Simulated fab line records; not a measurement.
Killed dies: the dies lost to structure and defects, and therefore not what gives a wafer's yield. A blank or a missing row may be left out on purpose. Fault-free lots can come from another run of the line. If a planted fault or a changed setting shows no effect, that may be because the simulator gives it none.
Which tool was responsible? | flow n5Finfet | Sampling: 10 lots, 30 wafers, 4 of 1938 route steps

WHAT THE GAUGES READ, wafer by wafer
N5_BEOL_M8_OCD_MEAS_38. Usual: trenchDepthNm 93.7 nm, standard deviation 0.88.
lot  | measured     | on     | trenchDepthNm (nm) | flag
L584 | day 10 08:34 | ocd-02 | 94.3 94.2 93.9     | 
L586 | day 10 11:41 | ocd-01 | 93.1 93.1 93.1     | 
L587 | day 10 17:29 | ocd-01 | 94.4 93.9 93.8     | 
L592 | day 12 10:58 | ocd-02 | 92.3 93.6 93.1     | 
L595 | day 13 01:05 | ocd-01 | 94.1 94.3 94.0     | 
L598 | day 13 20:10 | ocd-02 | 94.7 94.4 94.2     | 
L599 | day 14 08:32 | ocd-01 | 92.3 92.9 92.4     | 
L600 | day 15 02:08 | ocd-02 | 93.6 94.8 93.4     | 
L601 | day 15 13:13 | ocd-02 | 94.7 96.3 94.4     | 
L602 | day 15 15:41 | ocd-02 | 96.3 94.2 93.4     | 

WHICH TOOL RAN EACH LOT (tool, then ch and the chambers of the sampled wafers, then the start)
lot  | N5_BEOL_M8_DESCUM_33              | N5_BEOL_M8_ETCH_72                | N5_BEOL_M8_STRIP_80
L584 | rieDiel-03 ch 0,1,2, day 10 08:08 | rieDiel-03 ch 0,1,2, day 10 08:10 | rieDiel-03 ch 0,1,2, day 10 08:29
L586 | rieDiel-03 ch 0,1, day 10 11:16   | rieDiel-03 ch 0,1, day 10 11:17   | rieDiel-03 ch 0,1, day 10 11:37
L587 | rieDiel-02 ch 0,1,2, day 10 17:04 | rieDiel-02 ch 0,1,2, day 10 17:05 | rieDiel-02 ch 0,1,2, day 10 17:25
L592 | rieDiel-02 ch 0,1,3, day 12 10:32 | rieDiel-02 ch 0,1,3, day 12 10:34 | rieDiel-02 ch 0,1,3, day 12 10:53
L595 | rieDiel-02 ch 2,3, day 13 00:39   | rieDiel-02 ch 2,3, day 13 00:41   | rieDiel-02 ch 2,3, day 13 01:00
L598 | rieDiel-03 ch 0,3, day 13 19:32   | rieDiel-03 ch 0,3, day 13 19:35   | rieDiel-03 ch 0,3, day 13 20:04
L599 | rieDiel-02 ch 0,3, day 14 08:06   | rieDiel-02 ch 0,3, day 14 08:08   | rieDiel-02 ch 0,3, day 14 08:27
L600 | rieDiel-03 ch 0,1,3, day 15 01:43 | rieDiel-03 ch 0,1,3, day 15 01:44 | rieDiel-03 ch 0,1,3, day 15 02:03
L601 | rieDiel-03 ch 1,2,3, day 15 12:47 | rieDiel-03 ch 1,2,3, day 15 12:49 | rieDiel-03 ch 1,2,3, day 15 13:08
L602 | rieDiel-03 ch 0,2,3, day 15 15:15 | rieDiel-03 ch 0,2,3, day 15 15:17 | rieDiel-03 ch 0,2,3, day 15 15:36
- N5_BEOL_M8_DESCUM_33: chemistry O2, time 7 s.
- N5_BEOL_M8_ETCH_72: etches underlayer in N2/H2, target depth 6.5 nm, time 5.2 s.
- N5_BEOL_M8_STRIP_80: strips in N2/H2, time 10 s.

WHAT THE TOOLS THEMSELVES READ (means of the sampled wafers that have a number; where no wafer has one, the mark that the record gives instead)
N5_BEOL_M8_DESCUM_33. Usual: chamberPressureMTorr 20.000 mTorr, standard deviation 0.017; drypumpMotorCurrentA 5.9 A, standard deviation 0.45; oesProductAu 0.82 a.u., standard deviation 0.099; rfVppV 243.0 V, standard deviation 1.4; showerheadPlenumPTorr 2.08 Torr, standard deviation 0.068; throttleValvePct 20.29 %, standard deviation 0.25.
lot  | tool       | chamberPressureMTorr (mTorr) | drypumpMotorCurrentA (A) | oesProductAu (a.u.) | rfVppV (V) | showerheadPlenumPTorr (Torr) | throttleValvePct (%) | flag
L584 | rieDiel-03 | 20.001                       | 6.2                      | 0.79                | 242.5      | 2.06                         | 20.23                | 
L586 | rieDiel-03 | 20.003                       | 6.0                      | 0.78                | 243.5      | 2.12                         | 20.25                | 
L587 | rieDiel-02 | 20.002                       | 5.3                      | 0.79                | 242.7      | 2.07                         | 20.33                | 
L592 | rieDiel-02 | 19.993                       | 5.4                      | 0.83                | 243.8      | 2.14                         | 20.15                | 
L595 | rieDiel-02 | 19.996                       | 5.7                      | 0.83                | 242.9      | 2.12                         | 20.59                | 
L598 | rieDiel-03 | 19.991                       | 6.3                      | 0.89                | 242.4      | 2.05                         | 20.28                | 
L599 | rieDiel-02 | 20.004                       | 5.8                      | 0.75                | 243.3      | 2.09                         | 20.32                | 
L600 | rieDiel-03 | 19.998                       | 6.1                      | 0.89                | 243.0      | 2.08                         | 20.19                | 
L601 | rieDiel-03 | 19.994                       | 6.2                      | 0.94                | 244.1      | 2.14                         | 20.22                | 
L602 | rieDiel-03 | 19.987                       | 6.3                      | 0.90                | 243.8      | 2.11                         | 20.16                | 

N5_BEOL_M8_ETCH_72. Usual: chamberPressureMTorr is 29.99 mTorr with standard deviation 0.041, drypumpMotorCurrentA is 5.9 A with standard deviation 0.45, etchRfOnTimeS is 5.19 s with standard deviation 0.06, oesProductAu is 0.70 a.u. with standard deviation 0.083, rfVppV is 523.7 V with standard deviation 2.5, showerheadPlenumPTorr is 2.53 Torr with standard deviation 0.081, and throttleValvePct is 17.73 % with standard deviation 0.22.
lot  | tool       | chamberPressureMTorr (mTorr) | drypumpMotorCurrentA (A) | etchRfOnTimeS (s) | oesProductAu (a.u.) | rfVppV (V) | showerheadPlenumPTorr (Torr) | throttleValvePct (%) | flag
L584 | rieDiel-03 | 30.01                        | 6.2                      | 5.20              | 0.67                | 523.3      | 2.51                         | 17.65                | 
L586 | rieDiel-03 | 30.01                        | 6.0                      | 5.25              | 0.67                | 524.0      | 2.58                         | 17.69                | 
L587 | rieDiel-02 | 30.01                        | 5.3                      | 5.18              | 0.67                | 523.4      | 2.51                         | 17.81                | 
L592 | rieDiel-02 | 29.97                        | 5.4                      | 5.25              | 0.71                | 526.0      | 2.60                         | 17.65                | 
L595 | rieDiel-02 | 29.99                        | 5.7                      | 5.20              | 0.71                | 525.8      | 2.57                         | 17.96                | 
L598 | rieDiel-03 | 29.99                        | 6.3                      | 5.12              | 0.76                | 522.6      | 2.49                         | 17.72                | 
L599 | rieDiel-02 | 30.01                        | 5.8                      | 5.26              | 0.65                | 524.0      | 2.54                         | 17.79                | 
L600 | rieDiel-03 | 30.00                        | 6.1                      | 5.19              | 0.76                | 522.8      | 2.53                         | 17.59                | 
L601 | rieDiel-03 | 30.03                        | 6.2                      | 5.07              | 0.80                | 527.8      | 2.60                         | 17.62                | 
L602 | rieDiel-03 | 29.97                        | 6.3                      | 5.14              | 0.77                | 523.9      | 2.56                         | 17.58                | 

N5_BEOL_M8_STRIP_80. Usual: biasPowerW is 6.999 W with standard deviation 0.021, chamberPressureMTorr is 19.999 mTorr with standard deviation 0.02, drypumpMotorCurrentA is 5.9 A with standard deviation 0.45, oesProductAu is 0.82 a.u. with standard deviation 0.098, rfVppV is 59.0 V with standard deviation 0.98, showerheadPlenumPTorr is 2.53 Torr with standard deviation 0.081, and throttleValvePct is 23.50 % with standard deviation 0.22.
lot  | tool       | biasPowerW (W) | chamberPressureMTorr (mTorr) | drypumpMotorCurrentA (A) | oesProductAu (a.u.) | rfVppV (V) | showerheadPlenumPTorr (Torr) | throttleValvePct (%) | flag
L584 | rieDiel-03 | 7.004          | 20.008                       | 6.2                      | 0.78                | 59.3       | 2.51                         | 23.38                | 
L586 | rieDiel-03 | 6.993          | 19.991                       | 6.0                      | 0.78                | 59.6       | 2.58                         | 23.41                | 
L587 | rieDiel-02 | 7.001          | 20.014                       | 5.3                      | 0.79                | 59.1       | 2.51                         | 23.61                | 
L592 | rieDiel-02 | 7.012          | 20.002                       | 5.4                      | 0.84                | 60.0       | 2.60                         | 23.48                | 
L595 | rieDiel-02 | -              | -                            | -                        | -                   | -          | -                            | -                    | OFF
L598 | rieDiel-03 | -              | -                            | -                        | -                   | -          | -                            | -                    | OFF
L599 | rieDiel-02 | 7.011          | 20.010                       | 5.8                      | 0.75                | 59.2       | 2.54                         | 23.55                | 
L600 | rieDiel-03 | 7.004          | 20.003                       | 6.1                      | 0.90                | 59.6       | 2.52                         | 23.44                | 
L601 | rieDiel-03 | 7.022          | 20.001                       | 6.2                      | 0.94                | 59.6       | 2.60                         | 23.46                | 
L602 | rieDiel-03 | 6.988          | 19.997                       | 6.3                      | 0.90                | 58.8       | 2.56                         | 23.41                | 

THE ANSWER, worked out from the rows above alone
Rule: a lot is off if the mean of its wafers that have a number lies more than 3 standard deviations from the usual mean. A lot without any number at a reading at which 4 lots or more have one is off too. The other lots that the step has rows for count as sound. After the gauges, taken in route order, come the tools' own readings; for these a lot's mean is taken, as printed above. The first step at which some lot is off is used, and at that step the reading that is off furthest; a lot without a number counts as furthest.
Off: L595, L598, at N5_BEOL_M8_STRIP_80 (biasPowerW). Without a number there: L595, L598.
A tool fits if, at that step or a process step before it, it ran every lot that is off, and no sound lot after the first of them. None of those tried fits.

WHAT THE SIMULATOR HAD INSERTED
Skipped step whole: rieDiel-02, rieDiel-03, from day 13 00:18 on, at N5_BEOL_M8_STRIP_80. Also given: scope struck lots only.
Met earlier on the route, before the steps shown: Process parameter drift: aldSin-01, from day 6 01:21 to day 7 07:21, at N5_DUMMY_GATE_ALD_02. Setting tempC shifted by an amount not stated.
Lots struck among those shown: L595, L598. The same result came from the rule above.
